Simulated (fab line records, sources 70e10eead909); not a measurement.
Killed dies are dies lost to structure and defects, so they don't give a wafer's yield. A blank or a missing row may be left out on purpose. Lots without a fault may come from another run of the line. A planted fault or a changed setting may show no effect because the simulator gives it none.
Chamber matching | flow nand_harc | NHARC_A_CHANNEL_FILL_D1_ALD_25 on ald_hk-02: 4 sister chambers
The step deposits SiOx, target thk 60 nm, pulse time 10 s, ald cycles 600. 4 wafers are shown with their chamber, then 10 later ones without.

WAFERS WITH THEIR CHAMBER
wafer  | chamber | heater_power_w (W)
L081.5 | 0       | 468
L087.1 | 2       | 397
L091.3 | 3       | 460
L091.5 | 1       | 382

WAFERS WITHOUT THEIR CHAMBER
wafer  | heater_power_w (W)
L091.6 | 404
L096.1 | 376
L096.4 | 402
L096.6 | 412
L097.1 | 412
L097.2 | 390
L097.3 | 447
L097.4 | 470
L097.6 | 465
L097.5 | 468

WHICH CHAMBER EACH WENT THROUGH
wafer  | from the rows above     | in truth
L091.6 | can't be placed: 2 or 1 | 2
L096.1 | can't be placed: 1 or 2 | 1
L096.4 | can't be placed: 2 or 1 | 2
L096.6 | can't be placed: 2 or 1 | 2
L097.1 | can't be placed: 2 or 1 | 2
L097.2 | can't be placed: 2 or 1 | 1
L097.3 | can't be placed: 3 or 0 | 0
L097.4 | can't be placed: 0 or 3 | 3
L097.6 | can't be placed: 0 or 3 | 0
L097.5 | can't be placed: 0 or 3 | 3
Placed correctly: 0 of 10. Can't be placed from these rows: 10 (the true chamber is among the candidates in 10). Placed wrongly: 0.
How it was worked out, from the rows above alone: a wafer's distance from a chamber is the root of the sum, over the readings, of the square of ((its reading less the chamber's mean) divided by the reading's scatter). The wafer belongs to the nearest chamber; if the next one is less than 2 further off, it can't be placed. A chamber's mean is the mean of its shown wafers. The scatter: with one shown wafer a chamber, the root of the mean of the squares of how far each hidden wafer lies from its nearest shown one.
